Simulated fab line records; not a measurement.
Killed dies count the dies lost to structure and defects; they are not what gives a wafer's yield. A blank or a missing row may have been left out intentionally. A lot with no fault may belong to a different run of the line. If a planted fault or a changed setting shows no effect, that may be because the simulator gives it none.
Matching of chambers :: flow n5Finfet :: pecvd-04 running N5_BEOL_M10_PECVD_70: 3 sister chambers
The step deposits SiO2 from TEOS/O2, target thk 20 nm, time 22.7 s. 3 wafers are shown with their chamber, then 12 later ones without.

## WAFERS WITH THEIR CHAMBER
wafer: L085.1
chamber: 0
throttleValvePct (%): 23.5

wafer: L085.5
chamber: 1
throttleValvePct (%): 23.2

wafer: L085.6
chamber: 2
throttleValvePct (%): 21.1

## WAFERS WHOSE CHAMBER IS MISSING
wafer: L089.1
throttleValvePct (%): 23.2

wafer: L089.2
throttleValvePct (%): 21.1

wafer: L089.5
throttleValvePct (%): 23.5

wafer: L091.2
throttleValvePct (%): 21.1

wafer: L091.4
throttleValvePct (%): 23.1

wafer: L091.5
throttleValvePct (%): 23.1

wafer: L094.2
throttleValvePct (%): 21.3

wafer: L094.3
throttleValvePct (%): 23.0

wafer: L094.5
throttleValvePct (%): 21.4

wafer: L096.3
throttleValvePct (%): 21.5

wafer: L096.4
throttleValvePct (%): 21.4

wafer: L096.5
throttleValvePct (%): 23.2

## EACH ONE'S CHAMBER
wafer: L089.1
from the rows above: can't be placed: 1 or 0
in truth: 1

wafer: L089.2
from the rows above: 2
in truth: 2

wafer: L089.5
from the rows above: can't be placed: 0 or 1
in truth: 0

wafer: L091.2
from the rows above: 2
in truth: 2

wafer: L091.4
from the rows above: can't be placed: 1 or 0
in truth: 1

wafer: L091.5
from the rows above: can't be placed: 1 or 0
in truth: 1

wafer: L094.2
from the rows above: 2
in truth: 2

wafer: L094.3
from the rows above: can't be placed: 1 or 0
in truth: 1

wafer: L094.5
from the rows above: 2
in truth: 2

wafer: L096.3
from the rows above: 2
in truth: 2

wafer: L096.4
from the rows above: 2
in truth: 2

wafer: L096.5
from the rows above: can't be placed: 1 or 0
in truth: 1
Correctly placed: 6 of 12. Cannot be placed on the basis of these rows: 6; the candidates contain the true chamber in 6. Number placed wrongly: 0.
How it was worked out, from the rows above alone: a wafer's distance from a chamber is the root of the sum, over the readings, of the square of ((its reading less the chamber's mean) divided by the reading's scatter). The wafer belongs to the nearest chamber; if the next one is less than 2 further off, it can't be placed. The mean given for a chamber averages the wafers shown for that chamber. The scatter: root of mean squared gap, hidden wafer to nearest shown wafer, with one shown wafer a chamber.
